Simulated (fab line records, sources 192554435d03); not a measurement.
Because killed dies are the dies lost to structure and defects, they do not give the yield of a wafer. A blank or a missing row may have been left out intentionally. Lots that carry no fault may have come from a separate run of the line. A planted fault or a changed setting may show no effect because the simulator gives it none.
Chamber matching + flow n5Finfet + N5_BEOL_M15_ILD_DEP_00 on pecvd-02 has 3 sister chambers
The step deposits SiO2 from TEOS/O2, target thk 1629.3 nm, time 346.1 s. 3 wafers are shown with their chamber, then 9 later ones without.

## EACH WAFER AND ITS CHAMBER
| wafer  | chamber | throttleValvePct (%) |
|--------|---------|----------------------|
| L085.3 | 2       | 17.4                 |
| L085.4 | 1       | 18.8                 |
| L085.6 | 0       | 20.0                 |

## WAFERS WHOSE CHAMBER IS MISSING
| wafer  | throttleValvePct (%) |
|--------|----------------------|
| L086.2 | 19.9                 |
| L086.3 | 17.4                 |
| L086.5 | 20.1                 |
| L095.2 | 17.7                 |
| L095.3 | 17.4                 |
| L095.6 | 17.1                 |
| L097.1 | 17.0                 |
| L097.2 | 17.5                 |
| L097.4 | 20.0                 |

## THE CHAMBER EACH PASSED THROUGH
| wafer  | from the rows above | in truth                   |
|--------|---------------------|----------------------------|
| L086.2 | 0                   | 0                          |
| L086.3 | 2                   | 2                          |
| L086.5 | 0                   | 0                          |
| L095.2 | 2                   | 2                          |
| L095.3 | 2                   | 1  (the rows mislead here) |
| L095.6 | 2                   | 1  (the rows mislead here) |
| L097.1 | 2                   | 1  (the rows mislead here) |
| L097.2 | 2                   | 2                          |
| L097.4 | 0                   | 0                          |
6 of 9 placed correctly. From these rows, 0 cannot be placed. Placed wrongly: 3.
How it was worked out, from the rows above alone: a wafer's distance from a chamber is the root of the sum, over the readings, of the square of ((its reading less the chamber's mean) divided by the reading's scatter). The wafer belongs to the nearest chamber; if the next one is less than 2 further off, it can't be placed. A chamber's mean is the mean of its shown wafers. The scatter (one wafer shown for each chamber): square how far every hidden wafer sits from the nearest shown wafer, average those squares and take the square root.
